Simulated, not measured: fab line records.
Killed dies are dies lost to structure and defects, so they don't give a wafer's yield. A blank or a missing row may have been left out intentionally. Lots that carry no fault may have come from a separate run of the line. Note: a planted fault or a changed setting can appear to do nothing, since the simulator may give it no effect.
Comparing a struck lot with a sound one	flow nand-harc	15 steps out of a route of 1302
Sound: these wafers, L404.1, L404.4, L404.5. Struck: wafer L424.5. (L424.1, L424.3 of the same lot were not struck and are left out.) The cause comes at the end.
Per side, at each step with rows, come the tool, then ch with its chambers, and then its first start. Under that, the readings that differ: sound wafers	struck wafers	difference of the means	sigmas: that difference in standard deviations of wafers without a fault.
alike: same words and numbers on both sides, and readings whose means sit less than 2 such deviations apart. not compared: any withheld reading, any reading some wafer has no value for, any bound like >300 that may hide the same value, and any number with overlapping values for which the record gives no deviation.
The two part at a step that has a row with sigmas, a row that says differs or no value, or rows on one side only. When numbers do not overlap yet have no deviation, they are printed without sigmas and do not part them. A reading missing from all wafers of one side parts the sides only when that side holds two or more wafers.

first, 5 steps without rows for these wafers: NHARC_A_CONTACT_SOFTBAKE_64 (time 55 s); NHARC_A_CONTACT_EBR_65; NHARC_A_CONTACT_EXPOSE_66 (exposes mask A CC 2); NHARC_A_CONTACT_PEB_67 (peb time 65 s); NHARC_A_CONTACT_DEVELOP_68 (develop time 35 s).
NHARC_A_CONTACT_CD_MEAS_69: the cd target is 300 nm.
  sound on cd-sem-03 ch 0, day 23 05:37; struck on cd-sem-01 ch 0, day 31 04:22
  alike: cd-nm
NHARC_A_CONTACT_OVL_MEAS_70:
  sound: overlay-02 at day 23 05:43; struck: overlay-02 at day 31 04:27
  alike: overlay-x-nm, overlay-y-nm
NHARC_A_CONTACT_INSPECT_71:
  sound: defect-inspect-02 at day 23 05:45; struck: defect-inspect-02 at day 31 04:29
  alike: raw-defect-count
NHARC_A_CONTACT_DESCUM_74: chemistry O2, time 3 s.
  sound on rie-diel-08 ch 1,2, day 23 05:53; struck on rie-diel-04 ch 1, day 31 04:32
reading	sound	struck	difference	sigmas
oes-product-au (a.u.)	1.011 1.013 1.006	0.986	-0.024	-3
  alike: drypump-motor-current-A, rf-vpp-V, showerhead-plenum-p-Torr, throttle-valve-pct
  not compared: rf-hours-counter-h
NHARC_A_CONTACT_ETCH_75: etches the open film in CF4, target depth 39 nm, time 65 s.
  sound on rie-diel-08 ch 0,1, day 23 05:58; struck on rie-diel-04 ch 1, day 31 04:38
reading	sound	struck	difference	sigmas
throttle-valve-pct (%)	13.296 13.278 13.284	13.267	-0.019	-2
  alike: drypump-motor-current-A, oes-product-au, rf-vpp-V, run-length-s, showerhead-plenum-p-Torr
  not compared: rf-hours-counter-h
NHARC_A_CONTACT_ETCH_76: etches the open film in N2/H2, target depth 260 nm, time 475.3 s.
  sound: rie-diel-08 ch 1,2; struck: rie-diel-04 ch 0
reading	sound	struck	difference	sigmas
drypump-motor-current-A (A)	6.3 6.3 5.7	4.9	-1.2	-2
oes-product-au (a.u.)	1.006 1.006 1.011	0.989	-0.019	-2
  alike: n2-flow-sccm, rf-vpp-V, run-length-s, showerhead-plenum-p-Torr, throttle-valve-pct
  not compared: rf-hours-counter-h
NHARC_A_CONTACT_ETCH_77: etches the open film in CF4/CHF3, target depth 108.9 nm, time 54.5 s.
  sound: rie-diel-08 ch 0,2; struck: rie-diel-04 ch 3
  alike: drypump-motor-current-A, oes-product-au, rf-vpp-V, run-length-s, showerhead-plenum-p-Torr, throttle-valve-pct
  not compared: rf-hours-counter-h
NHARC_A_CONTACT_ETCH_78: etches the open film in O2/COS, target depth 5300 nm, time 1378 s.
  sound on rie-diel-08 ch 0,1, day 23 06:46; struck on rie-diel-04 ch 0, day 31 05:09
reading	sound	struck	difference	sigmas
run-length-s (s)	1398.8 1399.4 1399.2	1070.4	-328.7	-99 or more
  alike: drypump-motor-current-A, oes-product-au, rf-vpp-V, showerhead-plenum-p-Torr, throttle-valve-pct
  not compared: rf-hours-counter-h
NHARC_A_CONTACT_ETCH_124: etches the open film in C4F8/O2/Ar, time 140 s, target depth 700 nm.
  sound on har-cap-etch-03 ch 0,1, day 23 07:48; struck on har-cap-etch-01 ch 0, day 31 06:07
  alike: run-length-s
  not compared: rf-hours-counter-h
-- record jumps: 3 days between struck wafers' starts before vs after; left off in module A_CONTACT, resumes in module END, first step shown is number 1302 of the route --
NHARC_END_SORT_01:
  at this point the record logs the struck wafers (prober-01 ch 0, day 33 23:22) and has no rows for the sound ones

== WHERE THEY PART ==
At NHARC_A_CONTACT_DESCUM_74 first; at NHARC_END_SORT_01 last (within this record only).

WHY: what the simulator had put in
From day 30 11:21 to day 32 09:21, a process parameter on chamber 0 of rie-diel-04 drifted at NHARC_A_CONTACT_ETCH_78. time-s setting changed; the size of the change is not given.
